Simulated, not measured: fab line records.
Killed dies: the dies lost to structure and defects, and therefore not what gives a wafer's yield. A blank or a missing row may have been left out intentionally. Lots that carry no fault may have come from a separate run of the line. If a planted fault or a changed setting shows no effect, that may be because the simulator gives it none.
Matching of chambers :: flow nand harc :: pecvd-04 running NHARC_P_M2_PRE_CLEAN_32: 3 sister chambers
The step time 12 s. 16 wafers are shown with their chamber, then 8 later ones without.

## WAFERS, EACH WITH ITS CHAMBER
wafer: L078.2
chamber: 1
heater power w (W): 553
susceptor temp C (C): 369.97

wafer: L078.5
chamber: 0
heater power w (W): 583
susceptor temp C (C): 370.08

wafer: L078.6
chamber: 2
heater power w (W): 622
susceptor temp C (C): 369.99

wafer: L081.2
chamber: 0
heater power w (W): 521
susceptor temp C (C): 369.82

wafer: L081.3
chamber: 2
heater power w (W): 689
susceptor temp C (C): 370.44

wafer: L081.4
chamber: 2
heater power w (W): 691
susceptor temp C (C): 370.26

wafer: L083.2
chamber: 1
heater power w (W): 605
susceptor temp C (C): 369.84

wafer: L083.4
chamber: 1
heater power w (W): 614
susceptor temp C (C): 369.64

wafer: L083.5
chamber: 2
heater power w (W): 639
susceptor temp C (C): 370.03

wafer: L084.2
chamber: 0
heater power w (W): 514
susceptor temp C (C): 370.04

wafer: L084.4
chamber: 0
heater power w (W): 514
susceptor temp C (C): 369.84

wafer: L084.6
chamber: 1
heater power w (W): 510
susceptor temp C (C): 369.88

wafer: L088.1
chamber: 0
heater power w (W): 492
susceptor temp C (C): 370.00

wafer: L088.3
chamber: 1
heater power w (W): 566
susceptor temp C (C): 370.19

wafer: L088.6
chamber: 2
heater power w (W): 657
susceptor temp C (C): 369.98

wafer: L089.2
chamber: 2
heater power w (W): 611
susceptor temp C (C): 369.66

SIGNATURES, as means of the wafers listed above
reading: heater power w
chamber 0: 524.80
chamber 1: 569.60
chamber 2: 651.50
scatter within a chamber: 36.6

reading: susceptor temp C
chamber 0: 369.9560
chamber 1: 369.9040
chamber 2: 370.0600
scatter within a chamber: 0.21
Rule: distance of a wafer from a chamber = root of the sum over the readings of ((wafer's reading minus chamber's mean) / reading's scatter) squared. If the next closest chamber is less than 2 further off than the closest, the wafer can't be placed; otherwise it belongs to the closest. The scatter is the square root of a quotient: the sum, over the shown wafers, of each reading's squared deviation from its chamber's mean, divided by wafers minus chambers.

## WAFERS WITHOUT THEIR CHAMBER
wafer: L089.3
heater power w (W): 586
susceptor temp C (C): 370.34

wafer: L089.4
heater power w (W): 612
susceptor temp C (C): 369.93

wafer: L092.2
heater power w (W): 545
susceptor temp C (C): 369.89

wafer: L092.4
heater power w (W): 538
susceptor temp C (C): 369.77

wafer: L092.5
heater power w (W): 549
susceptor temp C (C): 369.97

wafer: L096.1
heater power w (W): 552
susceptor temp C (C): 369.90

wafer: L096.2
heater power w (W): 511
susceptor temp C (C): 370.06

wafer: L096.4
heater power w (W): 520
susceptor temp C (C): 369.80

## WHICH CHAMBER EACH WENT THROUGH
wafer: L089.3
from the rows above: can't be placed: 1 or 2 or 0
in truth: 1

wafer: L089.4
from the rows above: can't be placed: 1 or 2 or 0
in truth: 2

wafer: L092.2
from the rows above: can't be placed: 0 or 1
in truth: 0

wafer: L092.4
from the rows above: can't be placed: 0 or 1
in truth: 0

wafer: L092.5
from the rows above: can't be placed: 1 or 0
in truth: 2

wafer: L096.1
from the rows above: can't be placed: 1 or 0
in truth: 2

wafer: L096.2
from the rows above: can't be placed: 0 or 1
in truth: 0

wafer: L096.4
from the rows above: can't be placed: 0 or 1
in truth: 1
0 of 8 placed correctly. Unplaceable from these rows: 8, with the true chamber sitting among the candidates in 6. Wrongly placed: 0.
